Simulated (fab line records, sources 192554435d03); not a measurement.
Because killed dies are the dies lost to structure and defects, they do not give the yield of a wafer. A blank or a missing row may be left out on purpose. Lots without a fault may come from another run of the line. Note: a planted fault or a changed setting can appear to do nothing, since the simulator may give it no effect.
Matching of chambers + flow n5-finfet + rie-diel-02 running N5_GATE_CUT_STRIP_59: 4 sister chambers
The step strips in N2/H2, time 20 s. 16 wafers are shown with their chamber, then 8 later ones without.

## WAFERS, EACH WITH ITS CHAMBER
| wafer  | chamber | drypump-motor-current-A (A) | showerhead-plenum-p-Torr (Torr) | throttle-valve-pct (%) |
|--------|---------|-----------------------------|---------------------------------|------------------------|
| L075.2 | 3       | 6.16                        | 3.36                            | 12.51                  |
| L075.4 | 1       | 6.01                        | 3.57                            | 11.75                  |
| L075.6 | 2       | 5.96                        | 3.39                            | 12.10                  |
| L080.1 | 2       | 5.99                        | 3.39                            | 12.13                  |
| L080.3 | 0       | 5.50                        | 3.31                            | 12.38                  |
| L080.5 | 2       | 5.97                        | 3.39                            | 12.13                  |
| L083.3 | 0       | 5.53                        | 3.31                            | 11.79                  |
| L083.5 | 1       | 5.98                        | 3.56                            | 11.79                  |
| L083.6 | 2       | 5.95                        | 3.38                            | 12.15                  |
| L087.1 | 0       | 5.52                        | 3.30                            | 11.81                  |
| L087.4 | 1       | 5.97                        | 3.55                            | 11.81                  |
| L087.6 | 0       | 5.49                        | 3.30                            | 11.79                  |
| L090.2 | 3       | 6.16                        | 3.34                            | 11.97                  |
| L090.5 | 1       | 5.97                        | 3.55                            | 11.82                  |
| L090.6 | 0       | 5.49                        | 3.30                            | 11.81                  |
| L091.4 | 0       | 5.49                        | 3.30                            | 11.81                  |

SIGNATURES (averages over the wafers above)
| reading                  | chamber 0 | chamber 1 | chamber 2 | chamber 3 | scatter within a chamber |
|--------------------------|-----------|-----------|-----------|-----------|--------------------------|
| drypump-motor-current-A  | 5.5033    | 5.9825    | 5.9675    | 6.1600    | 0.017                    |
| showerhead-plenum-p-Torr | 3.3033    | 3.5575    | 3.3875    | 3.3500    | 0.00755                  |
| throttle-valve-pct       | 11.8983   | 11.7925   | 12.1275   | 12.2400   | 0.189                    |
Rule: a wafer's distance from a chamber is the root of the sum, over the readings, of the square of ((its reading less the chamber's mean) divided by the reading's scatter). The wafer belongs to the nearest chamber; if the next one is less than 2 further off, it can't be placed. The scatter is the square root of a quotient: the sum, over the shown wafers, of each reading's squared deviation from its chamber's mean, divided by wafers minus chambers.

## WAFERS WHOSE CHAMBER IS MISSING
| wafer  | drypump-motor-current-A (A) | showerhead-plenum-p-Torr (Torr) | throttle-valve-pct (%) |
|--------|-----------------------------|---------------------------------|------------------------|
| L091.5 | 5.47                        | 3.30                            | 11.82                  |
| L091.6 | 5.97                        | 3.55                            | 11.83                  |
| L093.3 | 5.96                        | 3.37                            | 12.17                  |
| L093.5 | 5.94                        | 3.37                            | 12.19                  |
| L093.6 | 6.15                        | 3.34                            | 11.98                  |
| L097.1 | 5.96                        | 3.37                            | 12.21                  |
| L097.2 | 5.98                        | 3.54                            | 11.86                  |
| L097.6 | 5.98                        | 3.37                            | 12.21                  |

## CHAMBER TAKEN BY EACH
| wafer  | from the rows above | in truth |
|--------|---------------------|----------|
| L091.5 | 0                   | 0        |
| L091.6 | 1                   | 1        |
| L093.3 | 2                   | 2        |
| L093.5 | 2                   | 2        |
| L093.6 | 3                   | 3        |
| L097.1 | 2                   | 2        |
| L097.2 | 1                   | 1        |
| L097.6 | 2                   | 2        |
Placed correctly: 8 of 8. Not placeable from these rows: 0. Wrongly placed: 0.
